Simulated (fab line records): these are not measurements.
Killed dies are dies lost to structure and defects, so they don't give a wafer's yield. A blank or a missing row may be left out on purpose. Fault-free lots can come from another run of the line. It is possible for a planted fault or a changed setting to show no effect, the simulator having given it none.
The tool behind it: which one?	flow nand_harc	Sampling: 24 lots, 72 wafers, 2 of 1302 route steps

WHAT THE GAUGES READ, wafer by wafer
NHARC_A_M1_INSPECT_27. Usual: raw_defect_count 529, standard deviation 130.
lot	measured	on	raw_defect_count	flag
L075	day 23 10:33	defect_inspect-01	427 459 425	
L074	day 23 13:17	defect_inspect-02	575 510 594	
L076	day 23 19:11	defect_inspect-01	395 463 426	
L078	day 23 21:56	defect_inspect-02	618 675 494	
L077	day 24 05:37	defect_inspect-02	489 547 439	
L079	day 25 13:49	defect_inspect-01	553 563 611	
L080	day 25 16:57	defect_inspect-01	474 619 512	
L081	day 25 20:28	defect_inspect-01	475 531 557	
L082	day 27 05:19	defect_inspect-01	482 457 525	
L084	day 27 05:55	defect_inspect-02	397 360 339	
L083	day 27 07:09	defect_inspect-02	439 379 481	
L085	day 27 23:36	defect_inspect-01	466 617 480	
L086	day 28 01:14	defect_inspect-01	622 576 522	
L087	day 28 13:13	defect_inspect-02	462 414 366	
L089	day 29 01:34	defect_inspect-02	419 470 404	
L088	day 29 06:03	defect_inspect-01	572 447 491	
L092	day 30 13:35	defect_inspect-02	910 831 1004	
L090	day 30 17:41	defect_inspect-01	460 697 492	
L091	day 30 22:16	defect_inspect-02	640 1170 655	
L095	day 31 07:12	defect_inspect-01	485 436 651	
L093	day 31 13:11	defect_inspect-02	444 353 549	
L094	day 31 13:59	defect_inspect-02	650 444 535	
L096	day 32 14:01	defect_inspect-01	541 507 518	
L097	day 33 03:23	defect_inspect-01	484 403 501	

EACH LOT AND THE TOOL THAT RAN IT (in order: tool; ch and the chambers of the sampled wafers; start)
lot	NHARC_A_M0_PRE_CLEAN_29
L075	pvd_sputter-02, day 23 10:33 or earlier
L074	pvd_sputter-01, day 23 13:17 or earlier
L076	pvd_sputter-03, day 23 19:11 or earlier
L078	pvd_sputter-02, day 23 21:56 or earlier
L077	pvd_sputter-01, day 24 05:37 or earlier
L079	pvd_sputter-03, day 25 13:49 or earlier
L080	pvd_sputter-03, day 25 16:57 or earlier
L081	pvd_sputter-03, day 25 20:28 or earlier
L082	pvd_sputter-01, day 27 05:19 or earlier
L084	pvd_sputter-02, day 27 05:55 or earlier
L083	pvd_sputter-01, day 27 07:09 or earlier
L085	pvd_sputter-03, day 27 23:36 or earlier
L086	pvd_sputter-03, day 28 01:14 or earlier
L087	pvd_sputter-02, day 28 13:13 or earlier
L089	pvd_sputter-01, day 29 01:34 or earlier
L088	pvd_sputter-01, day 29 06:03 or earlier
L092	pvd_sputter-02, day 30 13:35 or earlier
L090	pvd_sputter-01, day 30 17:41 or earlier
L091	pvd_sputter-01, day 30 22:16 or earlier
L095	pvd_sputter-02, day 31 07:12 or earlier
L093	pvd_sputter-01, day 31 13:11 or earlier
L094	pvd_sputter-03, day 31 13:59 or earlier
L096	pvd_sputter-03, day 32 14:01 or earlier
L097	pvd_sputter-03, day 33 03:23 or earlier
- NHARC_A_M0_PRE_CLEAN_29: time 30 s.

AS READ BY THE TOOLS THEMSELVES (means over the sampled wafers that have a number; for cases with no such wafer, the mark the record gives instead)
NHARC_A_M0_PRE_CLEAN_29. Usual: heater_power_w 400 W, standard deviation 32; susceptor_temp_C 280.02 C, standard deviation 0.19.
lot	tool	heater_power_w (W)	susceptor_temp_C (C)	flag
L075	pvd_sputter-02	407	279.83	
L074	pvd_sputter-01	409	280.13	
L076	pvd_sputter-03	367	279.86	
L078	pvd_sputter-02	377	280.14	
L077	pvd_sputter-01	412	279.88	
L079	pvd_sputter-03	403	279.95	
L080	pvd_sputter-03	379	279.93	
L081	pvd_sputter-03	405	280.04	
L082	pvd_sputter-01	418	280.08	
L084	pvd_sputter-02	385	279.98	
L083	pvd_sputter-01	414	280.09	
L085	pvd_sputter-03	378	280.01	
L086	pvd_sputter-03	396	279.89	
L087	pvd_sputter-02	382	279.85	
L089	pvd_sputter-01	420	280.11	
L088	pvd_sputter-01	419	280.08	
L092	pvd_sputter-02	381	280.05	
L090	pvd_sputter-01	410	279.95	
L091	pvd_sputter-01	425	280.01	
L095	pvd_sputter-02	343	280.00	
L093	pvd_sputter-01	420	279.79	
L094	pvd_sputter-03	385	280.04	
L096	pvd_sputter-03	403	280.10	
L097	pvd_sputter-03	393	279.86	

THE ANSWER, worked out from the rows above alone
Rule: a lot is off if the mean of its wafers that have a number lies more than 3 standard deviations from the usual mean. A lot without any number at a reading at which 4 lots or more have one is off too. All remaining lots with rows at the step are treated as sound. Order of review: gauges by route order, followed by the tools' own readings, for which a lot's mean as printed above is used. The first step at which some lot is off is used, and at that step the reading that is off furthest; a lot without a number counts as furthest.
None of the lots is off at any reading shown; this tells nothing.

WHAT THE SIMULATOR HAD INSERTED
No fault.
